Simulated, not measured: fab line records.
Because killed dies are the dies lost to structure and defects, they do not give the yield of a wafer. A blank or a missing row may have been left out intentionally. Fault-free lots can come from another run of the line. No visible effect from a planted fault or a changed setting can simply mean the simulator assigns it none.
Struck lot and sound lot, side by side :: flow nand harc :: 14 out of 1302 route steps
Sound: the wafers L143.1, L143.3, L143.4. The struck wafers were L152.1, L152.4, L152.5. The cause comes at the end.
Order at every step that has rows: each side's tool, ch and its chambers, its first start. Under that, the readings that differ: sound wafers :: struck wafers :: difference of the means :: sigmas: that difference in standard deviations of wafers without a fault.
alike: words and numbers the same on both sides, and readings whose means are apart by under 2 such deviations; not compared: readings that were withheld, readings missing a value for some wafer, numbers with overlapping values and no deviation given by the record, and bounds like >300 which may hide the same value.
A row with sigmas, a row that says differs or no value, or rows on one side alone: a step with any of these is where the two part. Numbers that have no deviation but don't overlap get no sigmas and don't part them. A reading that every wafer of one side lacks parts them only if that side has two wafers or more.

NHARC_A_ZERO_WELL_INSPECT_17:
  sound on defect inspect-02, day 8 22:34; struck on defect inspect-01, day 12 23:01
  alike: raw defect count
then, 3 steps without rows for these wafers: NHARC_A_SOURCE_PLATE_PRECLEAN_00 (cleans in HF-LAST, time 60 s); NHARC_A_SOURCE_PLATE_SRD_01; NHARC_A_SOURCE_PLATE_OXIDE_02 (material SiO2, target thk 10 nm, ox time 1362 s).
NHARC_A_SOURCE_PLATE_THK_MEAS_09: measures by ellipsometry.
  sound on film metro-02, day 9 05:54; struck on film metro-02, day 13 05:37
  alike: thk nm
then, 3 steps without rows for these wafers: NHARC_A_SOURCE_PLATE_PVD_04 (deposits WSi2, target thk 50 nm); NHARC_A_SOURCE_PLATE_CVD_03 (deposits poly-Si, target thk 200 nm, time 4000 s); NHARC_A_SOURCE_PLATE_ANNEAL_05 (time 1800 s).
NHARC_A_SOURCE_PLATE_THK_MEAS_06: measures by ellipsometry.
  sound on film metro-02, day 9 20:37; struck on film metro-01, day 13 18:32
  alike: thk nm
NHARC_A_SOURCE_PLATE_INSPECT_08:
  sound on defect inspect-01, day 9 20:41; struck on defect inspect-02, day 13 18:36
  alike: raw defect count
NHARC_A_ONON_D1_DEP_00: target thk 1000 nm.
  sound on pecvd onon-04 ch 0, day 9 20:45; struck on pecvd onon-02 ch 0, day 13 18:40
NHARC_A_ONON_D1_THK_MEAS_02: measures by ellipsometry.
  sound on film metro-02, day 9 21:16; struck on film metro-02, day 13 19:11
reading: thk nm (nm)
sound: 990 991 990
struck: 1487 1486 1488
difference: +497
sigmas: +58
then, no rows for these wafers at 1 step: NHARC_A_ONON_D1_DEP_03 (target thk 1000 nm).
-- jump in the record: it breaks off in module A_ONON_D1 and resumes in module END (first step shown: number 1302 of the route), and 16 days separate the struck wafers' starts before and after --
NHARC_END_SORT_01:
  at this point the record logs the struck wafers (prober-01 ch 0, day 30 00:34) and has no rows for the sound ones

## WHERE THEY PART
Last at NHARC_END_SORT_01 as far as this record goes, first at NHARC_A_ONON_D1_THK_MEAS_02.

WHY: the cause the simulator had injected
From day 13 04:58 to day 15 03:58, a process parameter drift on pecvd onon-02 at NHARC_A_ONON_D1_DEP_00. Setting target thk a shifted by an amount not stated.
